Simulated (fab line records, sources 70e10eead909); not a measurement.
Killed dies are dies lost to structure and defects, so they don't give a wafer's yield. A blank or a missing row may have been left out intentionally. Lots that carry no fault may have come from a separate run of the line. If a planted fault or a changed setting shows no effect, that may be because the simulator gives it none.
Code-filled problem report in 8D (eight disciplines) form    flow nand-harc    the parts of the form that need people (team, actions taken, sign-off) are left out

## 1. THE PROBLEM
cd-nm at NHARC_A_BLC_CD_MEAS_10 reads a mean of 91.5 nm on 9 wafers of 3 lots; wafers without a fault read 99.8 nm with a standard deviation of 0.69. That puts it -12 standard deviations away from the usual mean.
The step: target cd 100 nm.
Earliest sighting: wafer L831.1 on cd-sem-02 at day 20 14:00. The record holds 36 wafers of 12 lots with a number at this step. Rule for "out", or "out of limits": more than 4 standard deviations from the usual mean. All remaining wafers that have a number are taken as sound.

## 2. WHAT IT IS, AND WHAT IT ISN'T
question                     is                               is not
which readings at this step  cd-nm                            -
which lots                   L830, L831, L835                 L821, L822, L823, L824, L825, L838, L841, L842, L843
which wafers of those lots   all that have a number           -
read on which gauges         cd-sem-01, cd-sem-02, cd-sem-03  -
when                         from day 20 14:00                up to then (15 sound wafers); but 12 sound wafers of L838, L841, L842, L843 came after

## 3. THE SUSPECTS, EACH WITH WHAT RULES IT OUT
Counting: a tool at any process step up to the reading remains a suspect when it ran all the lots that are out and ran no sound lot after the first of those.
- the gauge at NHARC_A_BLC_CD_MEAS_10 is ruled out. Those wafers that are out were read across 3 gauges (cd-sem-01, cd-sem-02, cd-sem-03).
- arfi-scanner-01 at NHARC_A_BLC_EXPOSE_07 (exposes mask A BLC, target cd 100 nm): kept. It processed each lot that is out, first L831 at day 20 13:52, and no sound lot thereafter; up to then, the last sound lot it processed was L823 at day 17 21:37. On those wafers its own readings are out: exposure-dose-mJ-cm2.
The count leaves arfi-scanner-01 at NHARC_A_BLC_EXPOSE_07.

## 4. THE CAUSE (what the simulator had put in)
Drift in process parameters on arfi-scanner-01 at NHARC_A_BLC_EXPOSE_07, starting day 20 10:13. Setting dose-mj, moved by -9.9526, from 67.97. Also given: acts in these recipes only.
After counting, this tool was the only one left.

## 5. THE CHAIN OF EFFECTS, in route order
One row per reading whose mean, taken over the struck wafers that have a number, lies over 3 standard deviations from the usual. Readings are gone through only where the record gives a usual standard deviation; hours: the median, over the lots, of the time from a lot's start at the first step in this table giving one to that lot's start at this step; sigmas: the change measured in usual standard deviations.
hours  step                    reading               usual     on struck wafers  change  sigmas
0      NHARC_A_BLC_EXPOSE_07   exposure-dose-mJ-cm2  67.92     59.83             -8.09   -99 or more
0      NHARC_A_BLC_CD_MEAS_10  cd-nm                 99.8 nm   91.5              -8.3    -12
1      NHARC_A_BLC_CD_MEAS_19  cd-nm                 100.9 nm  92.9              -8.0    -3.5
The process steps in it:
- NHARC_A_BLC_EXPOSE_07: exposes mask A BLC, target cd 100 nm.
Later measuring or inspecting steps at which every struck wafer that the step has a row for has a number for every such reading, and none has moved that far: NHARC_END_SORT_01.

## 6. HOW IT WOULD HAVE BEEN CAUGHT EARLIER
Counted from the fault's start at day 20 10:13, it took 4 hours until the first out-of-limits reading at a measuring or inspecting step in this record, taken at day 20 14:00.
At NHARC_A_BLC_EXPOSE_07, the tool's own readings (exposure-dose-mJ-cm2) were out on each struck wafer the step has a row for, so an alarm limit on them would have fired on the first such wafer.
Lots out: 3; of these, L830, L835 started NHARC_A_BLC_EXPOSE_07 on arfi-scanner-01 after day 20 14:00. A hold on the tool at that time would have spared those 2.
